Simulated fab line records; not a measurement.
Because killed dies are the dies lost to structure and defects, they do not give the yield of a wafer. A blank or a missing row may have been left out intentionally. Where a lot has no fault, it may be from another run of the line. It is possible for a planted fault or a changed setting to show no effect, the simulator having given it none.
Lot-split experiment    flow n5-finfet    39 wafers read across 7 lots, on a route 1938 steps long

ABOUT THE SPLIT
At N5_MOL_CONTACT_COAG_CONTACT_ETCH_14 (etches SiO2 in C4F6/O2, target depth 27.5 nm, overetch 8.5 nm, time 20 s), the setting source-w was moved away from the recipe's 370 W on 12 of the 39 wafers read, by -13.9% to +15.2%. The other wafers ran this setting at the recipe's value.

The reading comes from the split's own step.

THE READING
rf-vpp-V, in V, at N5_MOL_CONTACT_COAG_CONTACT_ETCH_14 (etches SiO2 in C4F6/O2, target depth 27.5 nm, overetch 8.5 nm, time 20 s). On this fab line, fault-free wafers typically give 692 V with a standard deviation of 3.7 V.

wafer   tool, chamber at the split  source-w as run, W  against the recipe  rf-vpp-V, V  against lot-mates on the recipe
L080.1  rie-diel-05, 1              370                 recipe              691          -
L080.2  rie-diel-05, 0              370                 recipe              697          -
L080.3  rie-diel-05, 3              370                 recipe              688          -
L080.4  rie-diel-05, 2              370                 recipe              699          -
L080.5  rie-diel-05, 1              370                 recipe              691          -
L080.6  rie-diel-05, 2              370                 recipe              699          -
L081.1  rie-diel-04, 2              370                 recipe              691          -
L081.2  rie-diel-04, 1              370                 recipe              687          -
L081.3  rie-diel-04, 0              335.5               -9.3%               718          +27
L081.4  rie-diel-04, 3              370                 recipe              694          -
L081.5  rie-diel-04, 2              335.5               -9.3%               707          +16
L081.6  rie-diel-04, 3              335.5               -9.3%               709          +18
L083.1  rie-diel-04, 2              370                 recipe              690          -
L083.3  rie-diel-04, 3              370                 recipe              691          -
L083.6  rie-diel-04, 2              370                 recipe              690          -
L084.1  rie-diel-06, 1              370                 recipe              693          -
L084.2  rie-diel-06, 2              370                 recipe              692          -
L084.3  rie-diel-06, 0              370                 recipe              689          -
L084.4  rie-diel-06, 0              370                 recipe              690          -
L084.5  rie-diel-06, 1              370                 recipe              691          -
L084.6  rie-diel-06, 2              370                 recipe              694          -
L090.1  rie-diel-05, 1              426.1               +15.2%              664          -31
L090.2  rie-diel-05, 3              426.1               +15.2%              662          -33
L090.3  rie-diel-05, 2              370                 recipe              698          -
L090.4  rie-diel-05, 0              370                 recipe              698          -
L090.5  rie-diel-05, 1              370                 recipe              689          -
L090.6  rie-diel-05, 2              426.1               +15.2%              676          -19
L091.1  rie-diel-06, 1              370                 recipe              692          -
L091.2  rie-diel-06, 0              406.5               +9.9%               667          -28
L091.3  rie-diel-06, 2              406.5               +9.9%               668          -27
L091.4  rie-diel-06, 3              370                 recipe              699          -
L091.5  rie-diel-06, 2              370                 recipe              693          -
L091.6  rie-diel-06, 1              406.5               +9.9%               669          -26
L097.1  rie-diel-06, 2              318.7               -13.9%              720          +25
L097.2  rie-diel-06, 0              370                 recipe              688          -
L097.3  rie-diel-06, 3              370                 recipe              699          -
L097.4  rie-diel-06, 1              318.7               -13.9%              719          +24
L097.5  rie-diel-06, 0              318.7               -13.9%              718          +23
L097.6  rie-diel-06, 3              370                 recipe              697          -

THE FIT
A straight line over all 39 wafers: rf-vpp-V changes by -1.92 V for each +1% of source-w; r = -0.95; the points scatter about the line by 4.4 V.
The same after taking each lot's own level away (the mean of its wafers on the recipe; 39 wafers): -2 V for each +1%; r = -0.96; scatter 4.3 V.
That fit puts the effect of the largest move of source-w on the reading at 30 V.
Measured against the standard deviation above, the lots' own levels, which go from 690.3 to 695.0 V, span 1.3 times it.
The two slopes agree, so the slope changes little with the lot-to-lot level.
Check: for one of the wafers moved furthest among these (+15.2%), held out of the fit, the line's prediction against its lot-mates is -30.7 V. Against them it came out at -31 V.
Tool readings at the split's step, against how far the setting was moved: rf-vpp-V r = -0.95.

OTHER SPLITS ON THESE WAFERS
These wafers also went through other splits before the reading. Each is held against what the fit with the lots' levels taken away leaves over:
other split on the same wafers         wafers away from the commonest value  r with rf-vpp-V (lot level and that fit taken away)
N5_PMOS_HMC_CHANNEL_EPI_EPI_20 temp-c  18                                    +0.08
N5_DUMMY_GATE_EXPOSE_12 dose-mj        18                                    -0.18
N5_DUMMY_GATE_ETCH_44 target-depth-a   15                                    -0.12
N5_SD_EPI_P_ETCH_36 bias-w             12                                    -0.22

THE FILE'S OWN FIT
rf-vpp-V changes by -2.01 V for each +1% of source-w, r = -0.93.
